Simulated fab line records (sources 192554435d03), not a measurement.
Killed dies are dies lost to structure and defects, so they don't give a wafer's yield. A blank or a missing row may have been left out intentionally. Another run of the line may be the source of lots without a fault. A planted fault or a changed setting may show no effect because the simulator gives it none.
A struck lot beside a sound one | flow n5 finfet | 16 out of 1938 route steps
Sound: wafers L130.2, L130.3, L130.5. Struck: wafer L147.6 (left out: L147.2, L147.5 of the same lot, which were not struck); the cause appears at the end.
Order at every step that has rows: each side's tool, ch and its chambers, its first start. Under that, the readings that differ: sound wafers | struck wafers | difference of the means | sigmas: that difference in standard deviations of wafers without a fault.
alike: words and numbers the same on both sides, and readings whose means are apart by under 2 such deviations; not compared: readings that were withheld, readings missing a value for some wafer, numbers with overlapping values and no deviation given by the record, and bounds like >300 which may hide the same value.
Wherever a step has rows on one side only, a row that says differs or no value, or a row with sigmas, the two part there. Non-overlapping numbers with no deviation appear without sigmas and do not part them. A reading that every wafer of one side lacks parts them only if that side has two wafers or more.

N5_GATE_CUT_ETCH_19: etches SiNx in CH3F/O2, target depth 53.7 nm, time 76.7 s.
  sound on rie diel-06 ch 0,2,3, day 5 04:02; struck on rie diel-03 ch 2, day 9 10:32
  alike: bias w, drypump motor current A, etch rf on time s, oes_f_703_au, oes product au, rf vpp V, showerhead plenum p Torr, throttle valve pct
  not compared: rf hours counter h
then, 1 step without rows for these wafers: N5_GATE_CUT_CUT_ETCH_53 (etches W in SF6/Cl2, target depth 79.2 nm).
N5_GATE_CUT_CUT_ETCH_54: etches TiN in Cl2/BCl3, target depth 96.7 nm.
  sound on rie metal-02 ch 0,1, day 5 04:12; struck on rie metal-02 ch 0, day 9 10:43
  reading               | sound          | struck | difference | sigmas
  oes product au (a.u.) | 0.56 0.62 0.55 | 0.86   | +0.28      | +3
  alike: bcl3 flow sccm, bias w, drypump motor current A, etch rf on time s, throttle valve pct
  not compared: rf hours counter h
then, 2 steps without rows for these wafers: N5_GATE_CUT_CUT_ETCH_55 (etches HfO2 in BCl3, target depth 3.2 nm); N5_GATE_CUT_ETCH_47 (etches SiO2 in Cl2/BCl3, target depth 10 nm).
N5_GATE_CUT_VAPOR_ETCH_48: etches TiN in BCl3/Cl2.
  sound on rie metal-02 ch 0,1, day 5 04:19; struck on rie metal-02 ch 0, day 9 10:50
  reading               | sound          | struck | difference | sigmas
  oes product au (a.u.) | 0.63 0.70 0.63 | 0.97   | +0.32      | +3
  alike: drypump motor current A
N5_GATE_CUT_VAPOR_ETCH_49: etches TiAlC in BCl3/Cl2.
  sound on rie metal-02 ch 0,1, day 5 04:21; struck on rie metal-02 ch 0, day 9 10:52
  reading               | sound          | struck | difference | sigmas
  oes product au (a.u.) | 0.63 0.70 0.63 | 0.97   | +0.32      | +3
  alike: drypump motor current A
N5_GATE_CUT_VAPOR_ETCH_51: etches HfO2 in BCl3/Cl2.
  sound on rie metal-02 ch 0,1, day 5 04:23; struck on rie metal-02 ch 0, day 9 10:53
  reading               | sound          | struck | difference | sigmas
  oes product au (a.u.) | 0.63 0.70 0.63 | 0.96   | +0.31      | +3
  alike: drypump motor current A
then, 4 steps without rows for these wafers: N5_GATE_CUT_STRIP_21 (strips in N2/H2, time 30 s); N5_GATE_CUT_STRIP_29 (strips in post etch residue remover, time 60 s); N5_GATE_CUT_SRD_52 (time 30 s); N5_GATE_CUT_ALD_22 (deposits SiNx, target thk 16 nm, pulse time 1 s, ald cycles 320).
N5_GATE_CUT_CMP_23: polishes, stops on SiO2, t overpolish 23.4 s, target thk 16 nm.
  sound on cmp-04 ch 1,2,3, day 5 06:09; struck on cmp-02 ch 0, day 9 12:35
  reading                                   | sound    | struck | difference | sigmas
  time to endpoint s (s)                    | 12 16 18 | 8      | -7         | -2
  model.SiNx_of_GATE_CUT_ALD_22.thk nm (nm) | 16 16 16 | 14.2   | -1.8       |
  alike: motor current A, overpolish run s, retaining ring pressure frac, slurry filter dp kPa, slurry flow ml min
  not compared: pad life wafers
N5_GATE_CUT_THK_MEAS_24:
  struck on film metro-01, day 9 12:53; sound on film metro-01, day 5 06:22
  alike: GC_FILL_THK
-- a jump in the record: the struck wafers' starts before and after are 3 days apart (it breaks off in module GATE_CUT and resumes in module BEOL_M4, where the first step shown is number 1111 of the route) --
N5_BEOL_M4_RC_MEAS_101:
  sound on prober-01 ch 0, day 8 22:01; struck on prober-01 ch 0, day 12 22:54
  alike: DIBL_N, DIBL_P, IOFF_N, IOFF_P, ION_N, ION_P, SS_N, SS_P, VT_N, VT_P
-- record jumps: 4 days separate the struck wafers' starts on either side; left off in module BEOL_M4, taken up again in module PASSIVATION, whose first shown step is the route's number 1936 --
N5_PASSIVATION_PROBE_49:
  the record has rows for the struck wafers here (prober-02, day 17 09:17) and none for the sound ones

== WHERE THEY PART ==
Last at N5_PASSIVATION_PROBE_49 as far as this record goes, first at N5_GATE_CUT_CUT_ETCH_54.

WHY: what had been put in by the simulator
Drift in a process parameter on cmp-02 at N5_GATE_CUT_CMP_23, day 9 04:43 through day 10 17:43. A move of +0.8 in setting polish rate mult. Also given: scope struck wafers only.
